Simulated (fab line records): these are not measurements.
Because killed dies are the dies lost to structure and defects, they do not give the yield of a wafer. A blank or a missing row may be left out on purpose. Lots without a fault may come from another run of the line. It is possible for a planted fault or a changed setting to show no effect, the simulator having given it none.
What tool caused it? ; flow n5-finfet ; 24 lots, 72 wafers sampled, at 6 steps of a route of 1938

## WHAT THE GAUGES SHOWED, per wafer
N5_PMOS_HMC_CHANNEL_EPI_INSPECT_11: inspects for defects (macro). Usual: raw-defect-count reads 2.1 (standard deviation 1.4).
lot;measured;on;raw-defect-count;flag
L074;day 1 17:13;defect-inspect-02;1 1 1;
L075;day 1 23:53;defect-inspect-01;0 1 3;
L076;day 2 05:23;defect-inspect-01;4 2 2;
L077;day 2 11:24;defect-inspect-02;3 1 5;
L078;day 2 18:07;defect-inspect-01;4 0 1;
L079;day 2 23:29;defect-inspect-01;1 3 2;
L080;day 3 05:07;defect-inspect-01;1 1 3;
L081;day 3 11:47;defect-inspect-02;0 1 1;
L082;day 3 17:10;defect-inspect-01;2 2 2;
L083;day 4 00:05;defect-inspect-01;1 1 0;
L084;day 4 05:24;defect-inspect-02;1 1 1;
L085;day 4 11:52;defect-inspect-01;0 0 1;
L086;day 4 16:56;defect-inspect-01;1 2 3;
L087;day 4 23:42;defect-inspect-01;3 3 2;
L088;day 5 05:41;defect-inspect-02;4 1 5;
L089;day 5 11:53;defect-inspect-01;3 0 4;
L090;day 5 17:40;defect-inspect-01;1 2 1;
L091;day 5 23:40;defect-inspect-01;0 0 1;
L092;day 6 04:58;defect-inspect-02;2 5 4;
L093;day 6 11:16;defect-inspect-02;3 1 3;
L094;day 6 16:58;defect-inspect-02;1 2 1;
L095;day 6 23:49;defect-inspect-02;1 2 5;
L096;day 7 05:10;defect-inspect-01;1 2 2;
L097;day 7 11:28;defect-inspect-01;4 4 0;

N5_STI_FIN_REVEAL_CD_MEAS_22: target cd 6.238 nm, pitch 28 nm. Usual: cd-nm reads 6.32 nm (standard deviation 0.25).
lot;measured;on;cd-nm (nm);flag
L074;day 2 12:26;cd-sem-03;6.26 6.33 5.92;
L075;day 2 19:30;cd-sem-03;6.12 5.79 6.45;
L076;day 3 02:10;cd-sem-02;6.23 6.11 6.33;
L077;day 3 07:47;cd-sem-01;6.58 6.18 5.92;
L078;day 3 16:09;cd-sem-01;6.34 6.43 6.43;
L079;day 3 19:02;cd-sem-03;5.85 6.48 6.54;
L080;day 4 00:48;cd-sem-03;5.89 6.21 5.87;
L081;day 4 06:53;cd-sem-03;6.42 6.18 6.56;
L082;day 4 12:23;cd-sem-02;5.95 6.43 6.75;
L083;day 4 19:10;cd-sem-01;5.89 6.36 5.96;
L084;day 5 00:38;cd-sem-03;6.22 6.54 6.13;
L085;day 5 07:37;cd-sem-01;6.44 6.73 6.11;
L086;day 5 12:31;cd-sem-03;6.48 6.13 6.29;
L087;day 5 20:08;cd-sem-03;6.09 6.32 6.10;
L088;day 6 02:10;cd-sem-03;6.62 6.31 6.31;
L089;day 6 07:02;cd-sem-01;6.42 5.92 5.84;
L090;day 6 15:15;cd-sem-03;6.07 6.45 6.06;
L091;day 6 18:54;cd-sem-01;6.21 6.27 6.21;
L092;day 6 23:31;cd-sem-01;6.76 6.64 6.46;
L093;day 7 06:34;cd-sem-02;6.44 6.01 6.50;
L094;day 7 12:55;cd-sem-01;6.26 6.25 6.12;
L095;day 7 19:08;cd-sem-02;6.14 6.20 6.46;
L096;day 8 00:24;cd-sem-02;6.48 6.46 6.00;
L097;day 8 11:06;cd-sem-02;6.15 6.37 6.38;

## WHAT TOOL EACH LOT RAN ON (gives the tool, then ch and the chambers of the sampled wafers, and finally the start)
lot;N5_PMOS_HMC_CHANNEL_EPI_HM_OPEN_15;N5_FIN_SAQP_RECESS_63;N5_FIN_CUT_ETCH_21;N5_STI_FIN_REVEAL_CMP_04
L074;rie-diel-04 ch 0,1,3, day 1 17:20;vapor-etch-01 ch 0,1, day 2 00:07;rie-diel-04 ch 1,2, day 2 02:49;cmp-02 ch 0,1,2, day 2 08:52
L075;rie-diel-04 ch 0,1,2, day 2 00:00;vapor-etch-01 ch 0,1, day 2 07:08;rie-diel-03 ch 1,3, day 2 09:26;cmp-02 ch 0,2, day 2 16:03
L076;rie-diel-01 ch 2,3, day 2 05:29;vapor-etch-02 ch 1, day 2 12:42;rie-diel-03 ch 0,3, day 2 15:16;cmp-02 ch 0,3, day 2 22:06
L077;rie-diel-01 ch 0,1,2, day 2 11:31;vapor-etch-01 ch 0,1, day 2 18:56;rie-diel-04 ch 0,1,2, day 2 21:47;cmp-04 ch 1,2,3, day 3 03:46
L078;rie-diel-04 ch 0,3, day 2 18:13;vapor-etch-02 ch 0,1, day 3 03:25;rie-diel-01 ch 0,3, day 3 06:37;cmp-04 ch 0,1,2, day 3 12:42
L079;rie-diel-01 ch 0,1, day 2 23:35;vapor-etch-02 ch 0,1, day 3 07:10;rie-diel-01 ch 0,3, day 3 09:29;cmp-02 ch 0,2,3, day 3 15:32
L080;rie-diel-03 ch 1,3, day 3 05:31;vapor-etch-01 ch 0,1, day 3 12:35;rie-diel-04 ch 1,3, day 3 15:08;cmp-04 ch 0,2,3, day 3 21:17
L081;rie-diel-04 ch 0,1,2, day 3 11:57;vapor-etch-02 ch 0,1, day 3 18:53;rie-diel-03 ch 0,2, day 3 21:24;cmp-01 ch 0,3, day 4 03:20
L082;rie-diel-03 ch 1,2,3, day 3 17:28;vapor-etch-02 ch 0, day 4 00:26;rie-diel-04 ch 0,1,2, day 4 02:51;cmp-04 ch 0,1,2, day 4 08:50
L083;rie-diel-01 ch 2,3, day 4 00:12;vapor-etch-01 ch 0,1, day 4 06:53;rie-diel-04 ch 0,3, day 4 09:26;cmp-02 ch 0,2,3, day 4 15:31
L084;rie-diel-04 ch 0,2,3, day 4 05:31;vapor-etch-02 ch 0,1, day 4 12:14;rie-diel-01 ch 0,3, day 4 14:44;cmp-02 ch 1,2,3, day 4 21:10
L085;rie-diel-03 ch 0,1,3, day 4 12:07;vapor-etch-02 ch 0,1, day 4 18:53;rie-diel-04 ch 1,2, day 4 21:29;cmp-01 ch 0,1,3, day 5 04:11
L086;rie-diel-03 ch 0,1,2, day 4 17:02;vapor-etch-02 ch 0,1, day 4 23:46;rie-diel-01 ch 0,1,2, day 5 02:23;cmp-01 ch 2,3, day 5 08:49
L087;rie-diel-03 ch 0,2,3, day 4 23:49;vapor-etch-02 ch 0, day 5 07:20;rie-diel-03 ch 1,2,3, day 5 10:39;cmp-02 ch 0,1, day 5 16:38
L088;rie-diel-01 ch 0,1, day 5 05:47;vapor-etch-02 ch 0,1, day 5 13:37;rie-diel-01 ch 1,2, day 5 16:13;cmp-01 ch 0,1,3, day 5 22:28
L089;rie-diel-03 ch 1,2, day 5 11:59;vapor-etch-01 ch 0,1, day 5 18:48;rie-diel-03 ch 1,2, day 5 21:25;cmp-02 ch 2,3, day 6 03:23
L090;rie-diel-03 ch 0,2,3, day 5 17:46;vapor-etch-01 ch 0,1, day 6 00:51;rie-diel-03 ch 0,2, day 6 04:13;cmp-04 ch 0,2,3, day 6 10:13
L091;rie-diel-03 ch 0,1,2, day 5 23:46;vapor-etch-01 ch 0,1, day 6 06:38;rie-diel-03 ch 0,1,2, day 6 09:26;cmp-04 ch 0,1,2, day 6 15:31
L092;rie-diel-01 ch 1,2, day 6 05:04;vapor-etch-02 ch 0,1, day 6 11:38;rie-diel-01 ch 2,3, day 6 13:54;cmp-01 ch 0,3, day 6 19:53
L093;rie-diel-01 ch 0,1, day 6 11:22;vapor-etch-02 ch 0,1, day 6 17:58;rie-diel-04 ch 0,3, day 6 20:41;cmp-04 ch 0,1, day 7 02:38
L094;rie-diel-03 ch 1,3, day 6 17:28;vapor-etch-02 ch 0,1, day 7 00:40;rie-diel-01 ch 2,3, day 7 03:22;cmp-01 ch 0,1,2, day 7 09:29
L095;rie-diel-01 ch 1,2,3, day 6 23:56;vapor-etch-01 ch 0,1, day 7 06:51;rie-diel-03 ch 0,1, day 7 09:43;cmp-01 ch 0,2,3, day 7 15:40
L096;rie-diel-01 ch 2,3, day 7 05:16;vapor-etch-01 ch 0,1, day 7 11:56;rie-diel-04 ch 0,1,2, day 7 14:34;cmp-04 ch 1,2,3, day 7 20:50
L097;rie-diel-03 ch 0,3, day 7 11:35;vapor-etch-02 ch 0,1, day 7 18:01;rie-diel-01 ch 0,1,2, day 8 01:19;cmp-02 ch 1,2,3, day 8 07:41
- N5_PMOS_HMC_CHANNEL_EPI_HM_OPEN_15: chemistry CHF3/O2, target SiO2, target depth 40.6 nm, time 20.3 s.
- N5_FIN_SAQP_RECESS_63: chemistry HF/NH3, target SiO2, target depth 18 nm, afs cycles 3, sublimation time 60 s.
- N5_FIN_CUT_ETCH_21: etches SOC in N2/H2, target depth 219 nm, overetch 43.8 nm, time 523.5 s.
- N5_STI_FIN_REVEAL_CMP_04: polishes, stops on Si3N4, t overpolish 4 s, target thk 131.83 nm.

## AS READ BY THE TOOLS THEMSELVES (means over the sampled wafers that have a number; for cases with no such wafer, the mark the record gives instead)
N5_PMOS_HMC_CHANNEL_EPI_HM_OPEN_15. Usual: drypump-motor-current-A 5.6 A, standard deviation 0.44; oes-product-au 0.75 a.u., standard deviation 0.078; rf-vpp-V 523 V, standard deviation 12; showerhead-plenum-p-Torr 2.40 Torr, standard deviation 0.074; throttle-valve-pct 18.83 %, standard deviation 0.23.
lot;tool;drypump-motor-current-A (A);oes-product-au (a.u.);rf-vpp-V (V);showerhead-plenum-p-Torr (Torr);throttle-valve-pct (%);flag
L074;rie-diel-04;5.5;0.75;518;2.31;18.79;
L075;rie-diel-04;5.9;0.83;523;2.36;18.69;
L076;rie-diel-01;5.5;0.81;533;2.47;18.69;
L077;rie-diel-01;5.3;0.82;519;2.37;18.77;
L078;rie-diel-04;5.6;0.72;521;2.35;18.95;
L079;rie-diel-01;5.3;0.78;514;2.39;18.86;
L080;rie-diel-03;5.9;0.71;516;2.43;19.07;
L081;rie-diel-04;5.9;0.82;522;2.36;18.71;
L082;rie-diel-03;5.7;0.70;528;2.45;19.02;
L083;rie-diel-01;5.5;0.79;533;2.47;18.71;
L084;rie-diel-04;5.7;0.79;522;2.39;18.75;
L085;rie-diel-03;6.0;0.70;518;2.42;18.95;
L086;rie-diel-03;5.8;0.70;531;2.44;18.90;
L087;rie-diel-03;5.6;0.68;523;2.41;18.83;
L088;rie-diel-01;5.3;0.76;515;2.39;18.89;
L089;rie-diel-03;5.9;0.70;535;2.47;19.11;
L090;rie-diel-03;5.6;0.69;523;2.41;18.83;
L091;rie-diel-03;5.8;0.69;531;2.43;18.92;
L092;rie-diel-01;5.6;0.85;515;2.35;18.66;
L093;rie-diel-01;5.5;0.81;512;2.37;18.76;
L094;rie-diel-03;6.1;0.70;525;2.45;19.19;
L095;rie-diel-01;5.5;0.81;524;2.40;18.71;
L096;rie-diel-01;5.3;0.78;531;2.39;18.76;
L097;rie-diel-03;6.0;0.68;513;2.37;18.78;

N5_FIN_SAQP_RECESS_63. Usual: drypump-motor-current-A 5.6 A, standard deviation 0.37; foreline-p-Torr 0.1279 Torr, standard deviation 0.00044; temp-c 30.00 C, standard deviation 0.11.
lot;tool;drypump-motor-current-A (A);foreline-p-Torr (Torr);temp-c (C);flag
L074;vapor-etch-01;5.4;0.1281;29.98;
L075;vapor-etch-01;5.4;0.1281;30.05;
L076;vapor-etch-02;6.2;0.1277;29.94;
L077;vapor-etch-01;5.4;0.1278;30.03;
L078;vapor-etch-02;5.6;0.1279;30.14;
L079;vapor-etch-02;5.6;0.1276;29.96;
L080;vapor-etch-01;5.4;0.1280;29.96;
L081;vapor-etch-02;5.6;0.1273;29.87;
L082;vapor-etch-02;5.3;0.1274;30.03;
L083;vapor-etch-01;5.4;0.1278;29.89;
L084;vapor-etch-02;5.6;0.1278;30.00;
L085;vapor-etch-02;5.9;0.1280;30.02;
L086;vapor-etch-02;5.6;0.1277;29.96;
L087;vapor-etch-02;5.3;0.1283;30.00;
L088;vapor-etch-02;5.6;0.1283;29.98;
L089;vapor-etch-01;5.4;0.1281;29.97;
L090;vapor-etch-01;5.4;0.1279;30.07;
L091;vapor-etch-01;5.4;0.1282;30.04;
L092;vapor-etch-02;5.6;0.1277;30.08;
L093;vapor-etch-02;5.6;0.1282;30.04;
L094;vapor-etch-02;5.9;0.1283;30.00;
L095;vapor-etch-01;5.4;0.1281;29.97;
L096;vapor-etch-01;5.4;0.1279;29.90;
L097;vapor-etch-02;5.6;0.1281;29.98;

N5_FIN_CUT_ETCH_21. Usual: drypump-motor-current-A 5.6 A, standard deviation 0.43; oes-product-au 0.70 a.u., standard deviation 0.073; rf-vpp-V 240.5 V, standard deviation 1.4; showerhead-plenum-p-Torr 2.52 Torr, standard deviation 0.088; temp-c 39.99 C, standard deviation 0.11; throttle-valve-pct 17.73 %, standard deviation 0.27.
lot;tool;drypump-motor-current-A (A);oes-product-au (a.u.);rf-vpp-V (V);showerhead-plenum-p-Torr (Torr);temp-c (C);throttle-valve-pct (%);flag
L074;rie-diel-04;6.0;0.84;241.1;2.52;39.91;17.31;
L075;rie-diel-03;5.9;0.66;240.6;2.57;39.92;18.04;
L076;rie-diel-03;5.8;0.65;240.2;2.53;39.98;17.83;
L077;rie-diel-04;5.9;0.76;239.9;2.49;40.05;17.61;
L078;rie-diel-01;5.2;0.68;241.1;2.58;39.98;17.86;
L079;rie-diel-01;5.4;0.71;241.4;2.63;40.01;17.76;
L080;rie-diel-04;5.4;0.68;240.3;2.40;39.89;17.55;
L081;rie-diel-03;5.7;0.65;240.9;2.55;39.98;17.60;
L082;rie-diel-04;5.9;0.74;239.5;2.49;39.99;17.63;
L083;rie-diel-04;5.4;0.66;239.8;2.46;39.93;17.77;
L084;rie-diel-01;5.4;0.70;242.0;2.62;39.87;17.77;
L085;rie-diel-04;5.9;0.76;239.2;2.42;39.96;17.40;
L086;rie-diel-01;5.3;0.73;240.4;2.49;40.07;17.72;
L087;rie-diel-03;5.7;0.64;241.0;2.59;39.81;18.01;
L088;rie-diel-01;5.6;0.79;239.3;2.48;39.88;17.58;
L089;rie-diel-03;5.4;0.65;242.0;2.62;39.97;17.95;
L090;rie-diel-03;5.7;0.64;240.6;2.54;39.97;17.64;
L091;rie-diel-03;5.8;0.64;241.5;2.58;40.03;17.86;
L092;rie-diel-01;5.5;0.72;241.5;2.60;39.94;17.67;
L093;rie-diel-04;5.4;0.64;239.7;2.45;40.08;17.81;
L094;rie-diel-01;5.5;0.72;241.7;2.59;39.96;17.68;
L095;rie-diel-03;6.2;0.64;241.2;2.57;40.02;18.00;
L096;rie-diel-04;5.9;0.72;240.0;2.48;39.98;17.66;
L097;rie-diel-01;5.3;0.80;240.3;2.48;39.99;17.59;

N5_STI_FIN_REVEAL_CMP_04. Usual: motor-current-A 8.0 A, standard deviation 0.7; overpolish-run-s 4.000 s, standard deviation 0.0081; retaining-ring-pressure-frac 1.001, standard deviation 0.0049; slurry-filter-dp-kPa 13.47 kPa, standard deviation 0.15; time-to-endpoint-s 105 s, standard deviation 5.3.
lot;tool;motor-current-A (A);overpolish-run-s (s);retaining-ring-pressure-frac;slurry-filter-dp-kPa (kPa);time-to-endpoint-s (s);flag
L074;cmp-02;8.4;4.002;1.004;13.53;102;
L075;cmp-02;7.7;4.007;0.999;13.41;96;
L076;cmp-02;8.4;4.004;0.996;13.64;102;
L077;cmp-04;7.6;4.003;1.000;13.45;111;
L078;cmp-04;7.9;3.992;0.994;13.57;109;
L079;cmp-02;8.0;4.001;1.000;13.44;102;
L080;cmp-04;7.8;4.000;1.004;13.42;113;
L081;cmp-01;8.0;4.001;0.995;13.56;101;
L082;cmp-04;8.0;4.009;0.998;13.56;109;
L083;cmp-02;7.7;4.003;1.001;13.49;105;
L084;cmp-02;8.4;4.008;1.005;13.41;106;
L085;cmp-01;7.9;3.999;1.001;13.63;108;
L086;cmp-01;9.0;4.002;0.999;13.62;107;
L087;cmp-02;8.0;3.994;1.001;13.37;101;
L088;cmp-01;7.9;4.002;1.000;13.43;104;
L089;cmp-02;7.7;3.993;1.009;13.35;105;
L090;cmp-04;7.9;4.008;1.007;13.22;105;
L091;cmp-04;7.7;3.998;1.003;13.51;100;
L092;cmp-01;7.9;3.991;1.000;13.55;110;
L093;cmp-04;7.8;3.991;0.997;13.57;101;
L094;cmp-01;7.4;4.005;0.999;13.53;106;
L095;cmp-01;8.0;4.001;0.998;13.56;111;
L096;cmp-04;7.6;4.004;0.997;13.62;95;
L097;cmp-02;8.3;4.003;0.997;13.44;102;

## THE ANSWER, worked out from the rows above alone
Rule: a lot is off if the mean of its wafers that have a number lies more than 3 standard deviations from the usual mean. Also off: a lot with no number at a reading for which 4 or more lots have one. Any other lot the step has rows for is counted as sound. Order of review: gauges by route order, followed by the tools' own readings, for which a lot's mean as printed above is used. The first step at which some lot is off is used, and at that step the reading that is off furthest; a lot without a number counts as furthest.
None of the lots is off at any reading shown; this tells nothing.

## WHAT THE SIMULATOR HAD PUT IN
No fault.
